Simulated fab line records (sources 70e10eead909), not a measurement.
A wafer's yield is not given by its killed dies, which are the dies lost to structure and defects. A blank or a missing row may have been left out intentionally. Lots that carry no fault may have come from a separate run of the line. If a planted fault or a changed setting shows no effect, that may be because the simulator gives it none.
fab line records	flow nand-harc
[record] lots = 6	wafers = 18	last-day = 24
route steps=1159 shown P_GATE@126 END@1159
lots untouched by any fault: they come from a run of this same line in which no faults occurred
start-h: hours from the record's first day to the start of the lot's first wafer shown	wait-h: time in hours since the lot's previous step	" the same as in the row above	L1.1+2: one row covering several wafers at once	- no value, or no start given	* or withheld: withheld	< > ~ a bound
route shown NAME@n: NAME is a module with steps in the file, n the number in the route of the first one	usual: mean/standard deviation taken from wafers without a fault	same: alike in all rows	chamber/n: place in a boat	sites: each site's reading	_std_site: their standard deviation	_edge_site: outer sites' mean less inner sites'	radius-mm: for every site, how far away it sits from the centre of the wafer	mask NAME#n: copy n	behind: tool/chamber where the wafer was last shaped	hold: what put the lot on hold/how long, in hours/how the hold closed	device: transistor that didn't switch, given as n, p or np	end of line: the same wafers' tests at the end of the route	a step without rows: its recipe alone	killed: count of dies lost to structure and defects at first sort (not the wafer's yield)	map: the dies of a wafer, with x for killed, . for not killed, _ for no die there
set.NAME: the setting the step ran with; set.NAME@STEP: the setting that earlier step ran with	model.NAME: the simulator's own value behind a step, which no gauge read
certain route steps with their lots: each step a table, each wafer a row
services: the hour from which a tool's chamber was out of use, counted from the record's first day as start-h (under 0 if before that day), plus the number of hours and why
[[steps]]
[step NHARC_P_GATE_STRIP_15]
[recipe] time-s = 780	temp-c = 130	chemistry = SPM
[step NHARC_P_GATE_PRECLEAN_71]
[recipe] time-s = *	temp-c = 50	bath-age-min = 0	chemistry = SC1
[step NHARC_P_GATE_SRD_72]
[step NHARC_P_GATE_OXIDE_16]
[recipe] target-thk-a = 30	temp-c = 875	ox-time-s = 392	material = SiO2
[step NHARC_P_GATE_CVD_17]
[recipe] target-thk-a = 1500	temp-c = 620	time-s = 900	material = poly-Si
[step NHARC_P_GATE_HM_DEP_102]
[recipe] target-thk-a = 1200	temp-c = 400	material = aC
[usual] throttle-valve-pct = 35.000/0.0087
lot.wafer	tool	chamber	start-h	wait-h	throttle-valve-pct
L839.1	acl-dep-02	0	95.60	2.7	35.006
L839.4	"	0	"	"	35.008
L839.6	"	0	"	"	35.002
L843.1	acl-dep-03	0	110.68	0.4	34.995
L843.5	"	0	"	"	34.990
L843.6	"	0	"	"	35.000
L852.1	acl-dep-03	0	180.20	4.3	35.004
L852.3	"	0	"	"	35.011
L852.6	"	0	"	"	34.997
L853.2	acl-dep-01	0	187.54	4.4	35.000
L853.4	"	0	"	"	34.994
L853.5	"	0	"	"	34.988
L857.2	acl-dep-02	0	206.98	2.4	35.005
L857.3	"	0	"	"	35.008
L857.4	"	0	"	"	34.993
L861.1	acl-dep-02	0	220.69	0.4	34.994
L861.3	"	0	"	"	34.990
L861.6	"	0	"	"	34.987
[step NHARC_P_GATE_DEP_103]
[recipe] target-thk-a = 300	target-thk-nm = 30	temp-c = 400	flow-sccm = 200	rf-w = 350	material = SiON
[usual] heater-power-w = 796/75
lot.wafer	tool	chamber	start-h	wait-h	heater-power-w
L839.1	pecvd-03	2	96.33	0.6	858
L839.4	"	0	"	"	749
L839.6	"	1	"	"	720
L843.1	pecvd-02	0	111.47	0.7	756
L843.5	"	2	"	"	763
L843.6	"	1	"	"	850
L852.1	pecvd-02	1	180.87	0.6	779
L852.3	"	0	"	"	822
L852.6	"	0	"	"	812
L853.2	pecvd-03	1	188.13	0.5	753
L853.5	"	0	"	"	857
L853.4	"	2	"	"	833
L857.2	pecvd-02	2	207.56	0.5	695
L857.3	"	0	"	"	754
L857.4	"	2	"	"	674
L861.1	pecvd-02	2	221.35	0.6	710
L861.3	"	1	"	"	739
L861.6	"	2	"	"	714
[step NHARC_P_GATE_DEHYDRATE_18]
[recipe] temp-c = 150	time-s = 120
[step NHARC_P_GATE_HMDS_19]
[recipe] time-s = 30
[step NHARC_P_GATE_COAT_20]
[recipe] spin-rpm = 1500	resist-thk-nm = 90
[step NHARC_P_GATE_SOFTBAKE_21]
[recipe] temp-c = 105	time-s = 55
[step NHARC_P_GATE_EBR_22]
[step NHARC_P_GATE_EXPOSE_23]
[recipe] na = 1.35	target-cd-nm = 120	dose-mj = 93.91	mask-id = P_GATE
lot.wafer	tool	chamber	start-h	wait-h	mask
L839.1+4+6	arfi-scanner-01	0	96.81	-	P_GATE#0
L843.1+5+6	arfi-scanner-03	0	112.03	-	P_GATE#0
L852.1+3+6	arfi-scanner-03	0	181.41	-	P_GATE#0
L853.2+4+5	arfi-scanner-03	0	188.52	-	P_GATE#0
L857.2+3+4	arfi-scanner-01	0	208.07	-	P_GATE#0
L861.1+3+6	arfi-scanner-01	0	221.89	-	P_GATE#0
[step NHARC_P_GATE_PEB_24]
[recipe] peb-temp-c = 100	peb-time-s = 65
[step NHARC_P_GATE_DEVELOP_25]
[recipe] develop-time-s = 35	dev-temp-c = 23
[step NHARC_P_GATE_CD_MEAS_26]
[recipe] target-cd-nm = 120	landing-energy-ev = 500
[usual] cd-nm = 120.1/0.74
lot.wafer	tool	chamber	start-h	wait-h	cd-nm
L839.1	cd-sem-03	0	96.95	-	118.4
L839.4	"	0	"	"	119.0
L839.6	"	0	"	"	119.2
L843.1	cd-sem-02	0	112.17	-	120.0
L843.5	"	0	"	"	120.0
L843.6	"	0	"	"	120.2
L852.1	cd-sem-02	0	181.54	-	106.0
L852.3	"	0	"	"	112.5
L852.6	"	0	"	"	106.5
L853.2	cd-sem-02	0	188.65	-	114.1
L853.4	"	0	"	"	112.9
L853.5	"	0	"	"	110.7
L857.2	cd-sem-01	0	208.21	-	121.5
L857.3	"	0	"	"	120.4
L857.4	"	0	"	"	121.1
L861.1	cd-sem-03	0	222.03	-	119.9
L861.3	"	0	"	"	120.2
L861.6	"	0	"	"	120.6
[step NHARC_P_GATE_OVL_MEAS_27]
[usual] overlay-x-nm = 0.0/0.85	overlay-y-nm = 0.1/0.95
lot.wafer	tool	chamber	start-h	wait-h	overlay-x-nm	overlay-y-nm
L839.1	overlay-01	-	97.04	-	1.2	0.3
L839.4	"	-	"	"	0.4	-0.2
L839.6	"	-	"	"	0.8	-0.4
L843.1	overlay-01	-	112.26	-	-0.8	1.2
L843.5	"	-	"	"	-0.9	0.5
L843.6	"	-	"	"	-0.4	0.8
L852.1	overlay-02	-	181.63	-	1.3	-0.5
L852.3	"	-	"	"	0.9	-0.1
L852.6	"	-	"	"	1.6	-0.5
L853.2	overlay-01	-	188.74	-	1.8	-1.0
L853.4	"	-	"	"	1.3	-0.9
L853.5	"	-	"	"	1.7	-1.0
L857.2	overlay-01	-	208.30	-	0.9	1.9
L857.3	"	-	"	"	0.6	2.1
L857.4	"	-	"	"	1.2	1.3
L861.1	overlay-02	-	222.12	-	0.3	-1.6
L861.3	"	-	"	"	0.4	-1.4
L861.6	"	-	"	"	-0.2	-1.5
[step NHARC_P_GATE_INSPECT_28]
[usual] raw-defect-count = 5.8/2.7
lot.wafer	tool	chamber	start-h	wait-h	raw-defect-count
L839.1	defect-inspect-01	-	97.07	0.0	4
L839.4	"	-	"	"	3
L839.6	"	-	"	"	6
L843.1	defect-inspect-01	-	112.31	0.1	4
L843.5	"	-	"	"	7
L843.6	"	-	"	"	8
L852.1	defect-inspect-01	-	181.67	0.0	6
L852.3	"	-	"	"	3
L852.6	"	-	"	"	5
L853.2	defect-inspect-01	-	188.78	0.0	5
L853.4	"	-	"	"	6
L853.5	"	-	"	"	2
L857.2	defect-inspect-01	-	208.34	0.0	8
L857.3	"	-	"	"	4
L857.4	"	-	"	"	2
L861.1	defect-inspect-01	-	222.15	0.0	5
L861.3	"	-	"	"	4
L861.6	"	-	"	"	9
[step NHARC_P_GATE_DESCUM_31]
[recipe] time-s = 3	o2-flow-sccm = 200	ar-flow-sccm = 0	bias-power-w = 0	chemistry = O2
[usual] drypump-motor-current-A = 5.8/0.42	oes-product-au = 0.999/0.012	rf-vpp-V = 58.1/0.91	showerhead-plenum-p-Torr = 1.95/0.089	throttle-valve-pct = 11.311/0.0089
lot.wafer	tool	chamber	start-h	wait-h	drypump-motor-current-A	oes-product-au	rf-hours-counter-h	rf-vpp-V	showerhead-plenum-p-Torr	throttle-valve-pct	model.P_GATE.cd-nm
L839.4	rie-diel-09	1	97.13	0.1	5.7	0.989	4	59.4	1.95	11.295	117.9
L839.1	"	3	"	"	5.1	1.031	3	58.9	2.04	11.307	117.5
L839.6	"	1	"	"	5.7	0.999	-	57.6	1.95	11.307	117.7
L843.1	rie-diel-10	3	112.43	0.1	5.0	0.990	34	57.7	1.78	11.318	120.4
L843.6	"	0	"	"	6.0	1.004	-	58.7	1.91	11.308	119.8
L843.5	"	1	"	"	5.7	0.995	-	57.6	1.96	11.319	120.1
L852.3	rie-diel-07	2	181.73	0.1	5.5	0.992	23	56.2	1.81	11.310	111.6
L852.1	"	1	"	"	6.2	0.992	22	57.1	1.88	11.306	106.5
L852.6	"	2	"	"	5.5	0.994	-	57.8	1.81	11.322	105.2
L853.2	rie-diel-09	1	188.84	0.1	5.8	0.993	33	57.0	1.94	11.310	114.4
L853.4	"	0	"	"	6.0	0.998	36	57.9	1.97	11.313	113.1
L853.5	"	2	"	"	5.8	1.002	-	59.7	2.06	11.309	109.7
L857.2	rie-diel-10	3	208.45	0.1	5.0	0.989	9	60.9	2.07	11.313	120.8
L857.3	"	0	"	"	6.0	0.986	9	58.4	1.90	11.303	121.2
L857.4	"	2	"	"	6.6	1.005	10	57.6	2.07	11.307	121.9
L861.1	rie-diel-10	0	222.23	0.1	6.1	0.971	15	57.7	1.90	11.313	120.2
L861.3	"	1	"	"	5.8	0.996	15	58.7	1.95	11.312	119.8
L861.6	"	3	"	"	5.0	0.986	-	57.9	2.07	11.319	120
[step NHARC_P_GATE_ETCH_104]
[recipe] target-depth-a = 600	time-s = withheld	cf4-flow-sccm = 100	chf3-flow-sccm = 30	ar-flow-sccm = 0	rf-w = 500	bias-w = 200	chemistry = CF4/CHF3
[step NHARC_P_GATE_HM_OPEN_105]
[recipe] target-depth-a = 3600	o2-flow-sccm = 400	cos-flow-sccm = 20	ar-flow-sccm = 0	rf-w = 500	bias-w = 300	chemistry = O2/COS
[usual] bias-w = 300.0/1	drypump-motor-current-A = 5.8/0.43	oes-product-au = 0.997/0.011	rf-vpp-V = 468/3	showerhead-plenum-p-Torr = 3.18/0.14	throttle-valve-pct = 28.331/0.0086
lot.wafer	tool	chamber	start-h	wait-h	bias-w	drypump-motor-current-A	oes-product-au	rf-hours-counter-h	rf-vpp-V	showerhead-plenum-p-Torr	throttle-valve-pct
L839.1	rie-diel-09	1	-	-	301.1	5.8	0.996	4	467	3.18	28.331
L839.4	"	2	"	"	299.5	5.8	1.000	4	472	3.37	28.329
L839.6	"	3	"	"	301.0	5.1	1.012	-	471	3.31	28.331
L843.1	rie-diel-10	2	-	-	299.3	6.6	0.989	36	463	2.92	28.333
L843.6	"	3	"	"	299.6	5.0	0.985	-	463	2.91	28.326
L843.5	"	0	"	"	299.9	6.1	0.994	-	468	3.12	28.315
L852.3	rie-diel-07	3	-	-	299.8	6.0	1.012	24	469	3.16	28.338
L852.1	"	0	"	"	299.9	6.3	0.985	23	470	3.26	28.348
L852.6	"	2	"	"	300.4	5.5	1.019	-	462	2.96	28.340
L853.4	rie-diel-09	1	-	-	300.3	5.8	0.987	33	471	3.17	28.343
L853.2	"	0	"	"	298.8	5.9	0.993	36	468	3.21	28.339
L853.5	"	1	"	"	300.0	5.7	0.984	-	469	3.17	28.341
L857.3	rie-diel-10	0	-	-	299.2	6.1	0.972	9	468	3.10	28.324
L857.2	"	1	"	"	301.0	5.8	1.011	9	468	3.18	28.321
L857.4	"	3	"	"	300.7	5.0	0.990	9	473	3.37	28.313
L861.3	rie-diel-10	3	-	-	299.9	5.0	0.967	16	474	3.36	28.345
L861.1	"	0	"	"	301.4	6.1	0.990	15	466	3.10	28.332
L861.6	"	1	"	"	300.5	5.8	1.010	-	468	3.17	28.320
[step NHARC_P_GATE_STRIP_106]
[recipe] o2-flow-sccm = 400	cos-flow-sccm = 20	ar-flow-sccm = 0	bias-w = 0	chemistry = O2/COS
[step NHARC_P_GATE_ETCH_114]
[recipe] target-depth-a = 300	overetch-a = 30	time-s = 16.5	ion-energy-ev = 100	cf4-flow-sccm = 80	o2-flow-sccm = 20	ar-flow-sccm = 0	rf-w = 300	bias-w = 100	chemistry = CF4/O2
[usual] bias-w = 100.0/0.3	cf4-flow-sccm = 80.02/0.25	drypump-motor-current-A = 5.8/0.43	oes_ar_750_au = 1.000/0.0049	oes-product-au = 0.999/0.011	rf-vpp-V = 198.3/1.4	showerhead-plenum-p-Torr = 1.36/0.061	throttle-valve-pct = 13.398/0.0092
lot.wafer	tool	chamber	start-h	wait-h	bias-w	cf4-flow-sccm	drypump-motor-current-A	oes_ar_750_au	oes-product-au	rf-hours-counter-h	rf-vpp-V	showerhead-plenum-p-Torr	throttle-valve-pct
L839.1	rie-diel-09	3	-	-	100.5	79.55	5.1	0.995	1.013	4	198.9	1.42	13.396
L839.4	"	0	"	"	100.0	79.90	5.9	0.999	0.981	4	199.4	1.38	13.408
L839.6	"	2	"	"	100.3	80.30	5.7	0.990	0.996	-	200.0	1.45	13.405
L843.1	rie-diel-10	0	-	-	99.4	79.82	6.1	1.000	0.993	34	197.1	1.33	13.397
L843.5	"	1	"	"	100.1	80.23	5.7	1.012	0.997	-	199.5	1.37	13.393
L843.6	"	2	"	"	99.5	80.06	6.6	1.005	0.996	-	195.5	1.25	13.401
L852.3	rie-diel-07	2	-	-	100.5	80.12	5.5	0.996	1.002	23	196.1	1.26	13.392
L852.1	"	3	"	"	99.7	80.39	6.0	0.998	1.014	24	200.0	1.35	13.388
L852.6	"	2	"	"	99.8	79.84	5.5	0.999	1.005	-	196.8	1.26	13.390
L853.4	rie-diel-09	1	-	-	100.0	79.80	5.8	0.996	0.993	33	197.5	1.35	13.408
L853.2	"	3	"	"	99.8	80.18	5.1	1.007	1.013	32	198.5	1.41	13.389
L853.5	"	1	"	"	100.1	79.55	5.8	0.997	0.991	-	197.2	1.35	13.384
L857.2	rie-diel-10	1	-	-	99.8	79.98	5.8	0.999	0.996	9	198.4	1.36	13.398
L857.3	"	3	"	"	99.9	80.11	5.0	1.008	0.984	10	200.3	1.44	13.393
L857.4	"	0	"	"	100.0	80.09	6.0	0.995	0.980	9	196.6	1.33	13.402
L861.3	rie-diel-10	3	-	-	100.0	79.52	5.0	1.001	0.991	16	199.8	1.44	13.392
L861.1	"	1	"	"	99.8	80.15	5.7	0.997	1.010	15	200.0	1.36	13.401
L861.6	"	3	"	"	99.9	79.82	5.0	0.996	0.991	-	200.2	1.44	13.399
[step NHARC_P_GATE_ETCH_32]
[recipe] target-depth-a = 1500	over-etch-frac = 1	over-etch-ion-energy-ev = 40	time-s = 100.1	hbr-flow-sccm = 150	cl2-flow-sccm = 50	rf-w = 400	icp-w = 400	bias-w = 100	chemistry = HBr/Cl2
[usual] bias-w = 100.0/0.3	drypump-motor-current-A = 5.7/0.38	oes-product-au = 0.996/0.015	throttle-valve-pct = 26.405/0.0092
lot.wafer	tool	chamber	start-h	wait-h	bias-w	drypump-motor-current-A	oes-product-au	rf-hours-counter-h	throttle-valve-pct	model.P_GATE.cd-nm
L839.4	rie-si-06	2	97.76	-	100.2	6.1	0.987	0.7	26.405	117.7
L839.1	"	1	"	"	99.6	5.2	0.998	0.5	26.408	121.8
L839.6	"	3	"	"	99.3	6.3	0.994	-	26.399	113.6
L843.1	rie-si-06	2	113.05	-	99.6	6.1	0.994	0.9	26.406	119.2
L843.5	"	0	"	"	100.1	5.4	0.994	-	26.413	111.7
L843.6	"	1	"	"	100.0	5.2	0.991	-	26.413	112.1
L852.3	rie-si-04	3	182.21	-	100.0	5.6	1.001	0.7	26.396	115.9
L852.1	"	0	"	"	99.7	6.0	1.011	0.6	26.386	107.9
L852.6	"	2	"	"	100.3	5.4	1.015	-	26.404	107.6
L853.2	rie-si-03	1	189.34	-	99.8	5.2	0.983	0.2	26.414	111.9
L853.4	"	2	"	"	100.2	6.2	0.961	0.2	26.400	116.1
L853.5	"	2	"	"	100.4	6.2	0.962	-	26.397	113.9
L857.4	rie-si-04	1	209.27	-	99.8	6.1	0.996	0.8	26.391	119.4
L857.3	"	2	"	"	100.2	5.4	1.028	1.0	26.390	116.3
L857.2	"	0	"	"	99.9	6.0	1.009	0.9	26.405	119.8
L861.1	rie-si-03	2	222.71	-	100.0	6.2	0.966	0.5	26.392	116.4
L861.3	"	3	"	"	100.1	5.8	0.960	0.4	26.392	116.7
L861.6	"	3	"	"	100.0	5.9	0.963	-	26.420	124
[step NHARC_P_GATE_STRIP_108]
[recipe] o2-flow-sccm = 500	ar-flow-sccm = 0	bias-w = 0	chemistry = O2
[usual] drypump-motor-current-A = 5.9/0.41	oes-product-au = 0.998/0.011	rf-vpp-V = 57.9/0.96	showerhead-plenum-p-Torr = 3.57/0.14	throttle-valve-pct = 17.037/0.0089
[same] bias-w = 0
lot.wafer	tool	chamber	start-h	wait-h	drypump-motor-current-A	oes-product-au	rf-hours-counter-h	rf-vpp-V	showerhead-plenum-p-Torr	throttle-valve-pct
L839.1	rie-diel-07	3	97.93	-	6.0	1.006	7	57.3	3.58	17.033
L839.4	"	0	"	"	6.3	1.024	7	57.1	3.69	17.058
L839.6	"	2	"	"	5.5	1.014	-	56.9	3.36	17.042
L843.1	rie-diel-10	1	113.18	-	5.8	0.988	40	59.2	3.60	17.046
L843.5	"	1	"	"	5.8	0.992	-	59.3	3.60	17.030
L843.6	"	2	"	"	6.6	0.994	-	56.6	3.30	17.041
L852.3	rie-diel-09	0	182.49	-	5.9	1.002	33	57.8	3.63	17.034
L852.1	"	2	"	"	5.8	0.991	32	57.7	3.79	17.043
L852.6	"	3	"	"	5.1	1.011	-	57.4	3.72	17.042
L853.4	rie-diel-07	1	189.52	-	6.2	0.998	24	57.6	3.48	17.047
L853.2	"	3	"	"	6.0	0.998	25	59.6	3.57	17.038
L853.5	"	1	"	"	6.2	0.988	-	57.8	3.48	17.028
L857.3	rie-diel-10	1	209.43	-	5.8	1.000	10	59.2	3.59	17.034
L857.4	"	3	"	"	5.0	0.991	10	57.8	3.80	17.037
L857.2	"	0	"	"	6.1	0.982	9	58.1	3.50	17.026
L861.3	rie-diel-09	2	222.89	-	5.8	1.001	49	60.3	3.78	17.032
L861.1	"	3	"	"	5.1	1.012	48	57.1	3.71	17.036
L861.6	"	1	"	"	5.8	0.993	-	59.0	3.57	17.035
[step NHARC_END_SORT_01]
[recipe] temp-c = 25
[usual] killed-at-array = 30/10	killed-at-other = 0.5/0.82	killed-at-periphery = 2.9/2	killed-dies = 34/11	killed-open = 3.2/1.8	killed-short = 2.0/1.4
[same] gross-dies = 677
lot.wafer	tool	chamber	start-h	wait-h	killed-at-array	killed-at-other	killed-at-periphery	killed-dies	killed-open	killed-short
L852.1	prober-01	0	558.60	2.5	28	0	8	36	1	2
L852.3	prober-01	0	560.17	3.1	27	0	1	28	2	2
L852.6	prober-01	0	562.53	3.9	30	1	5	36	5	1
// killed by level:class
L852.1 A_SLIT:chamber-film-flake=10 A_STAIRCASE:chamber-film-flake=10 P_GATE:area-expose=7 A_CHANNEL_HOLE_D1:chamber-film-flake=3 A_CONTACT:chamber-film-flake=3 P_GATE:geometric-particle:short=1 A_CHANNEL_FILL_D1:geometric-particle:short=1 A_CONTACT:geometric-particle:open=1
L852.3 A_SLIT:chamber-film-flake=10 A_CHANNEL_HOLE_D1:chamber-film-flake=8 A_STAIRCASE:chamber-film-flake=4 A_CONTACT:chamber-film-flake=2 P_M0:geometric-particle:open=1 A_SGD_CUT:geometric-particle:short=1 A_WL_FILL:geometric-particle:short=1 A_CONTACT:geometric-particle:open=1
L852.6 A_SLIT:chamber-film-flake=10 A_STAIRCASE:chamber-film-flake=7 A_CHANNEL_HOLE_D1:chamber-film-flake=5 P_GATE:area-expose=3 A_WL_FILL:geometric-particle:open=2 A_CONTACT:chamber-film-flake=2 P_CONTACT:geometric-particle:open=1 P_M0:geometric-particle:open=1
[[services]]
tool	chamber	start-h	hours	kind
rie-diel-09	-	77.35	9.0	pm
rie-si-03	3	86.49	13.3	repair
pecvd-02	1	88.86	2.1	repair
rie-diel-10	0	93.35	2.2	repair
pecvd-03	-	97.92	1.0	repair
rie-si-04	-	99.00	9.0	pm
pecvd-03	-	111.08	13.0	pm
rie-diel-10	1	114.19	4.5	repair
arfi-scanner-01	-	126.03	0.7	repair
rie-diel-10	0	129.54	4.9	repair
rie-diel-09	1	129.76	1.8	repair
rie-diel-09	3	138.71	9.6	repair
arfi-scanner-03	-	140.00	4.0	pm
pecvd-02	-	145.40	0.4	repair
pecvd-02	-	153.00	13.0	pm
rie-si-03	-	155.00	9.0	pm
pecvd-03	0	159.91	1.9	repair
acl-dep-02	-	170.72	13.0	pm
rie-diel-10	-	176.66	9.0	pm
rie-si-03	3	179.05	7.5	repair
rie-si-06	-	183.00	9.0	pm
pecvd-02	-	190.39	1.8	repair
arfi-scanner-01	-	196.00	4.0	pm
rie-si-04	2	196.49	5.2	repair
[[key]]
[first-sign] step = NHARC_P_GATE_CD_MEAS_26	reading = cd-nm	direction = down	sigmas = 13	usual = 120.1	struck = 110.5
effect none on later readings
[model-effect] step = NHARC_P_GATE_DESCUM_31	value = P_GATE.cd-nm	without = 119.1	struck = 110.1
[model-effect] step = NHARC_P_GATE_ETCH_32	value = P_GATE.cd-nm	without = 121.2	struck = 112.2
met-at NHARC_P_GATE_EXPOSE_23
struck-wafers L852.1,L852.3,L852.6,L853.2,L853.4,L853.5
tester-left-out L852,L853
onset-between 112.03 181.41
[fault] kind = process-parameter-drift	tool = arfi-scanner-03	chamber = -	onset-h = 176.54	steps = NHARC_P_GATE_EXPOSE_23	channel = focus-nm	offset = 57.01	spread-by-wafer = 0.3	shape = step	end-h = 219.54
// tester-left-out: of these lots the tester's yield and bins aren't shown, on N5 and GAA mostly nor the transistor test; their killed dies are dies lost to structure and defects alone, not to doping, threshold or leakage, so they don't give the yield
